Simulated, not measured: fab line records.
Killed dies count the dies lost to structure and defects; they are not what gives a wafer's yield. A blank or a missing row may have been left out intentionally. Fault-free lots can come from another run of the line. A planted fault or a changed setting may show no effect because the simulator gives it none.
Chamber matching | flow n5_finfet | N5_BEOL_M9_VIA_ETCH_34 on rie_diel-02: 4 sister chambers
The step etches SiCOH lowk in C4F6/O2, target depth 182.4 nm, time 68.4 s. 8 wafers are shown with their chamber, then 7 later ones without.

== WAFERS, EACH WITH ITS CHAMBER ==
wafer  | chamber | drypump_motor_current_A (A) | throttle_valve_pct (%)
L598.3 | 3       | 5.6                         | 21.03
L601.1 | 1       | 4.9                         | 20.70
L601.4 | 0       | 5.3                         | 21.29
L603.2 | 1       | 4.9                         | 20.71
L603.3 | 0       | 5.3                         | 21.30
L603.5 | 3       | 5.6                         | 21.01
L600.3 | 2       | 6.0                         | 21.29
L600.5 | 2       | 6.1                         | 21.29

== WAFERS WITHOUT THEIR CHAMBER ==
wafer  | drypump_motor_current_A (A) | throttle_valve_pct (%)
L600.6 | 4.9                         | 20.72
L604.4 | 6.0                         | 21.30
L604.5 | 4.9                         | 20.73
L604.6 | 5.3                         | 21.29
L607.1 | 5.3                         | 21.34
L607.3 | 6.1                         | 21.33
L607.4 | 5.3                         | 21.34

== THE CHAMBER EACH PASSED THROUGH ==
wafer  | from the rows above | in truth
L600.6 | 1                   | 1
L604.4 | 2                   | 2
L604.5 | 1                   | 1
L604.6 | 0                   | 0
L607.1 | 0                   | 0
L607.3 | 2                   | 2
L607.4 | 0                   | 0
Placed correctly: 7 of 7. Number that these rows cannot place: 0. 0 placed wrongly.
How it was worked out, from the rows above alone: a wafer's distance from a chamber is the root of the sum, over the readings, of the square of ((its reading less the chamber's mean) divided by the reading's scatter). The wafer belongs to the nearest chamber; if the next one is less than 2 further off, it can't be placed. For every chamber, the mean is computed from those of its wafers that are shown. How the scatter is found: for the shown wafers, subtract from each reading the mean of its chamber, square and add these, divide the total by (wafers less chambers), then take the root.
